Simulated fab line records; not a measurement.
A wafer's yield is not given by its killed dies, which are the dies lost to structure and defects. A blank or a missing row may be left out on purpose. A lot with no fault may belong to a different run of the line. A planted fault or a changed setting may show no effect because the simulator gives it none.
Matching of chambers || flow n5 finfet || 4 sister chambers for N5_BEOL_M11_STRIP_77 on rie diel-02
The step strips in N2/H2, time 10 s. 16 wafers are shown with their chamber, then 7 later ones without.

## EACH WAFER AND ITS CHAMBER
{"wafer": "L538.1", "chamber": 2, "drypump motor current A (A)": 5.8, "showerhead plenum p Torr (Torr)": 2.51, "throttle valve pct (%)": 23.66}
{"wafer": "L538.2", "chamber": 1, "drypump motor current A (A)": 5.2, "showerhead plenum p Torr (Torr)": 2.48, "throttle valve pct (%)": 23.47}
{"wafer": "L538.4", "chamber": 0, "drypump motor current A (A)": 5.0, "showerhead plenum p Torr (Torr)": 2.35, "throttle valve pct (%)": 23.81}
{"wafer": "L541.2", "chamber": 3, "drypump motor current A (A)": 5.5, "showerhead plenum p Torr (Torr)": 2.52, "throttle valve pct (%)": 23.55}
{"wafer": "L541.3", "chamber": 0, "drypump motor current A (A)": 5.0, "showerhead plenum p Torr (Torr)": 2.34, "throttle valve pct (%)": 23.83}
{"wafer": "L541.4", "chamber": 1, "drypump motor current A (A)": 5.2, "showerhead plenum p Torr (Torr)": 2.47, "throttle valve pct (%)": 23.49}
{"wafer": "L542.2", "chamber": 3, "drypump motor current A (A)": 5.4, "showerhead plenum p Torr (Torr)": 2.52, "throttle valve pct (%)": 23.57}
{"wafer": "L542.4", "chamber": 3, "drypump motor current A (A)": 5.5, "showerhead plenum p Torr (Torr)": 2.52, "throttle valve pct (%)": 23.54}
{"wafer": "L542.5", "chamber": 0, "drypump motor current A (A)": 5.0, "showerhead plenum p Torr (Torr)": 2.34, "throttle valve pct (%)": 23.84}
{"wafer": "L547.1", "chamber": 1, "drypump motor current A (A)": 5.2, "showerhead plenum p Torr (Torr)": 2.47, "throttle valve pct (%)": 23.51}
{"wafer": "L547.5", "chamber": 3, "drypump motor current A (A)": 5.4, "showerhead plenum p Torr (Torr)": 2.51, "throttle valve pct (%)": 23.55}
{"wafer": "L551.4", "chamber": 0, "drypump motor current A (A)": 5.0, "showerhead plenum p Torr (Torr)": 2.34, "throttle valve pct (%)": 23.86}
{"wafer": "L551.5", "chamber": 2, "drypump motor current A (A)": 5.8, "showerhead plenum p Torr (Torr)": 2.50, "throttle valve pct (%)": 23.54}
{"wafer": "L551.6", "chamber": 3, "drypump motor current A (A)": 5.4, "showerhead plenum p Torr (Torr)": 2.51, "throttle valve pct (%)": 23.56}
{"wafer": "L550.1", "chamber": 1, "drypump motor current A (A)": 5.2, "showerhead plenum p Torr (Torr)": 2.47, "throttle valve pct (%)": 23.51}
{"wafer": "L550.3", "chamber": 0, "drypump motor current A (A)": 5.0, "showerhead plenum p Torr (Torr)": 2.34, "throttle valve pct (%)": 23.86}

SIGNATURES, as means of the wafers listed above
{"reading": "drypump motor current A", "chamber 0": 5.000, "chamber 1": 5.200, "chamber 2": 5.800, "chamber 3": 5.440, "scatter within a chamber": 0.0316}
{"reading": "showerhead plenum p Torr", "chamber 0": 2.3420, "chamber 1": 2.4725, "chamber 2": 2.5050, "chamber 3": 2.5160, "scatter within a chamber": 0.0052}
{"reading": "throttle valve pct", "chamber 0": 23.8400, "chamber 1": 23.4950, "chamber 2": 23.6000, "chamber 3": 23.5540, "scatter within a chamber": 0.0297}
Rule: a wafer lies at a distance from a chamber equal to the root of the sum of squares, over the readings, of (its reading less the chamber's mean, divided by the reading's scatter). The wafer belongs to the nearest chamber; if the next one is less than 2 further off, it can't be placed. The scatter is the square root of a quotient: the sum, over the shown wafers, of each reading's squared deviation from its chamber's mean, divided by wafers minus chambers.

## WAFERS WITH NO CHAMBER GIVEN
{"wafer": "L550.4", "drypump motor current A (A)": 5.8, "showerhead plenum p Torr (Torr)": 2.50, "throttle valve pct (%)": 23.54}
{"wafer": "L549.1", "drypump motor current A (A)": 5.7, "showerhead plenum p Torr (Torr)": 2.50, "throttle valve pct (%)": 23.56}
{"wafer": "L549.2", "drypump motor current A (A)": 5.5, "showerhead plenum p Torr (Torr)": 2.51, "throttle valve pct (%)": 23.58}
{"wafer": "L549.3", "drypump motor current A (A)": 5.2, "showerhead plenum p Torr (Torr)": 2.47, "throttle valve pct (%)": 23.52}
{"wafer": "L554.1", "drypump motor current A (A)": 5.8, "showerhead plenum p Torr (Torr)": 2.50, "throttle valve pct (%)": 23.55}
{"wafer": "L554.4", "drypump motor current A (A)": 5.4, "showerhead plenum p Torr (Torr)": 2.51, "throttle valve pct (%)": 23.57}
{"wafer": "L554.5", "drypump motor current A (A)": 5.8, "showerhead plenum p Torr (Torr)": 2.50, "throttle valve pct (%)": 23.54}

## WHICH CHAMBER EACH ONE RAN IN
{"wafer": "L550.4", "from the rows above": 2, "in truth": 2}
{"wafer": "L549.1", "from the rows above": 2, "in truth": 2}
{"wafer": "L549.2", "from the rows above": 3, "in truth": 3}
{"wafer": "L549.3", "from the rows above": 1, "in truth": 1}
{"wafer": "L554.1", "from the rows above": 2, "in truth": 2}
{"wafer": "L554.4", "from the rows above": 3, "in truth": 3}
{"wafer": "L554.5", "from the rows above": 2, "in truth": 2}
Correct placement for 7 of the 7. Number that these rows cannot place: 0. 0 placed wrongly.
